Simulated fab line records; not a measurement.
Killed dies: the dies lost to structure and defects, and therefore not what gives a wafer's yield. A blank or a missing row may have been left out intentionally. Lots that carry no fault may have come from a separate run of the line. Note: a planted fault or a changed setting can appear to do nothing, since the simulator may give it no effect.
Chamber matching	flow n5-finfet	4 sister chambers for N5_BEOL_M8_DESCUM_33 on rie-diel-01
The step chemistry O2, time 7 s. 8 wafers are shown with their chamber, then 8 later ones without.

EACH WAFER AND ITS CHAMBER
wafer	chamber	showerhead-plenum-p-Torr (Torr)	oes-product-au (a.u.)
L081.1	0	2.14	0.67
L081.3	2	2.01	0.72
L082.4	3	2.04	0.87
L082.6	3	2.04	0.86
L085.2	2	2.01	0.71
L085.3	0	2.14	0.67
L085.4	1	2.03	0.83
L092.1	1	2.02	0.81

WAFERS MISSING THEIR CHAMBER
wafer	showerhead-plenum-p-Torr (Torr)	oes-product-au (a.u.)
L092.2	2.00	0.71
L092.6	2.13	0.99
L094.1	2.13	0.97
L094.2	2.03	0.84
L094.5	2.13	0.97
L096.2	2.03	0.83
L096.4	2.00	0.70
L096.5	2.13	0.95

THE CHAMBER EACH PASSED THROUGH
wafer	from the rows above	in truth
L092.2	2	2
L092.6	3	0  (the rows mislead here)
L094.1	3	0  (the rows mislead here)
L094.2	can't be placed: 1 or 3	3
L094.5	3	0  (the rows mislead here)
L096.2	1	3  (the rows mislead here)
L096.4	2	2
L096.5	3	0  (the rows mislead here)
Placed correctly: 2 of 8. From these rows, 1 cannot be placed; in 1 the true chamber is one of the candidates. Wrongly placed: 5.
How it was worked out, from the rows above alone: a wafer's distance from a chamber is the root of the sum, over the readings, of the square of ((its reading less the chamber's mean) divided by the reading's scatter). If the next closest chamber is less than 2 further off than the closest, the wafer can't be placed; otherwise it belongs to the closest. A chamber's mean is the mean of its shown wafers. How the scatter is found: for the shown wafers, subtract from each reading the mean of its chamber, square and add these, divide the total by (wafers less chambers), then take the root.
